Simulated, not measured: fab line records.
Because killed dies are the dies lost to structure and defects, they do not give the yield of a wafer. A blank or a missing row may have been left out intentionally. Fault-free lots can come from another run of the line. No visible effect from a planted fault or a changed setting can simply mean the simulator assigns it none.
Comparing a struck lot with a sound one :: flow n5_finfet :: 16 out of 1938 route steps
Sound: the wafers L859.2, L859.4, L859.6. Struck: wafer L853.5; the same lot's L853.1 was not struck, so it is left out; see the end for the cause.
Order at every step that has rows: each side's tool, ch and its chambers, its first start. Under that, the readings that differ: sound wafers :: struck wafers :: difference of the means :: sigmas: that difference in standard deviations of wafers without a fault.
alike: readings with means less than 2 such deviations apart, plus words and numbers identical on both sides. not compared: withheld readings, readings lacking a value on some wafer, bounds such as >300 that could conceal the same value, and numbers that have no deviation in the record and whose values overlap.
The two part at a step that has a row with sigmas, a row that says differs or no value, or rows on one side only. Numbers that have no deviation but don't overlap get no sigmas and don't part them. A reading that every wafer of one side lacks parts them only if that side has two wafers or more.

first, 1 step without rows for these wafers: N5_BEOL_M4_SPUTTER_92 (material Cu, target thk 4.5 nm, time 8.29 s).
N5_BEOL_M4_ANNEAL_93: time 240 s.
  sound: pvd_sputter-02 at day 12 03:34; struck: pvd_sputter-02 at day 10 07:46
reading: heater_power_w (W)
sound: 837 864 821
struck: 744
difference: -97
sigmas: -2

reading: susceptor_temp_C_max
sound: 401.9 400.9 401.9
struck: 400.8
difference: -0.8
sigmas: -2
then, 2 steps without rows for these wafers: N5_BEOL_M4_SPUTTER_94 (material Cu, target thk 4.5 nm, time 8.29 s); N5_BEOL_M4_ANNEAL_95 (time 240 s).
N5_BEOL_M4_SPUTTER_96: material Cu, target thk 4.5 nm, time 8.29 s.
  sound: pvd_sputter-02 at day 12 03:56; struck: pvd_sputter-02 at day 10 08:07
  alike: chuck_sensor_temp_C, substrate_temp_c, throttle_valve_pct
then, 1 step without rows for these wafers: N5_BEOL_M4_ECD_50 (material Cu, target thk 300 nm).
N5_BEOL_M4_ANNEAL_51: time 90 s.
  sound on rtp_anneal-02 ch 0, day 12 04:10; struck on rtp_anneal-01 ch 0, day 10 08:19
  alike: wafer_temp_C_max
N5_BEOL_M4_CMP_52: polishes, stops on SiOC, t overpolish 6.8 s, target thk 40 nm.
  sound on cmp-03 ch 0,1,3, day 12 04:26; struck on cmp-04 ch 0, day 10 08:39
  alike: barrier_field_endpoint_s, motor_current_A, overpolish_run_s, time_to_endpoint_s
N5_BEOL_M4_THK_MEAS_53: measures by xrf.
  sound: film_metro-02 at day 12 04:43; struck: film_metro-02 at day 10 08:55
  alike: M4_THK
N5_BEOL_M4_PRE_CLEAN_60: time 15 s.
  sound on cvd_co-01 ch 0,1,2, day 12 04:46; struck on cvd_co-01 ch 2, day 10 08:57
  alike: heater_power_w
then, 2 steps without rows for these wafers: N5_BEOL_M4_CO_CAP_55 (material Co, precursor CCTBA/H2, target thk 2 nm, time 102.1 s); N5_BEOL_M4_PRE_CLEAN_56 (time 15 s).
N5_BEOL_M4_DEP_57: deposits SiCN from 3MS/NH3, target thk 8 nm, time 14 s.
  sound on pecvd-02 ch 0,2, day 12 04:56; struck on pecvd-04 ch 1, day 10 09:06
reading: model.SiCN_of_BEOL_M4_DEP_57.thk_nm (nm)
sound: 7.6 8 8
struck: 5.8
difference: -2.1
sigmas: 
  alike: showerhead_plenum_p_Torr, throttle_valve_pct
N5_BEOL_M4_RS_MEAS_58: the measuring method here is four-point-probe.
  sound: film_metro-02 at day 12 05:01; struck: film_metro-02 at day 10 09:10
  alike: M4_RS
N5_BEOL_M4_RC_MEAS_101:
  sound on prober-02 ch 0, day 12 05:13; struck on prober-01 ch 0, day 10 09:13
  alike: DIBL_N, DIBL_P, IOFF_N, IOFF_P, ION_N, ION_P, SS_N, SS_P, VT_N, VT_P
-- a jump in the record: the struck wafers' starts before and after are 4 days apart (it breaks off in module BEOL_M4 and resumes in module PASSIVATION, where the first step shown is number 1936 of the route) --
N5_PASSIVATION_PROBE_49:
  sound: prober-01 at day 16 14:08; struck: prober-01 at day 14 14:34
reading: killed_dies
sound: 110 103 129
struck: 81
difference: -33
sigmas: -2

reading: sort_bin_5_function (%)
sound: 5.9 5.4 7.6
struck: 3.8
difference: -2.5
sigmas: -3

reading: sort_n_pass
sound: 1070 1077 1051
struck: 1099
difference: +33
sigmas: +2
  alike: defect_limited_yield, killed_at_M0_to_M3, killed_at_M4_up, killed_at_contacts, killed_at_front_end, killed_at_other, killed_open, killed_short, sort_bin_6_memory, sort_bin_8_speed

== WHERE THEY PART ==
First at N5_BEOL_M4_ANNEAL_93; last, within this record, at N5_PASSIVATION_PROBE_49.

WHY: whatever the simulator had introduced
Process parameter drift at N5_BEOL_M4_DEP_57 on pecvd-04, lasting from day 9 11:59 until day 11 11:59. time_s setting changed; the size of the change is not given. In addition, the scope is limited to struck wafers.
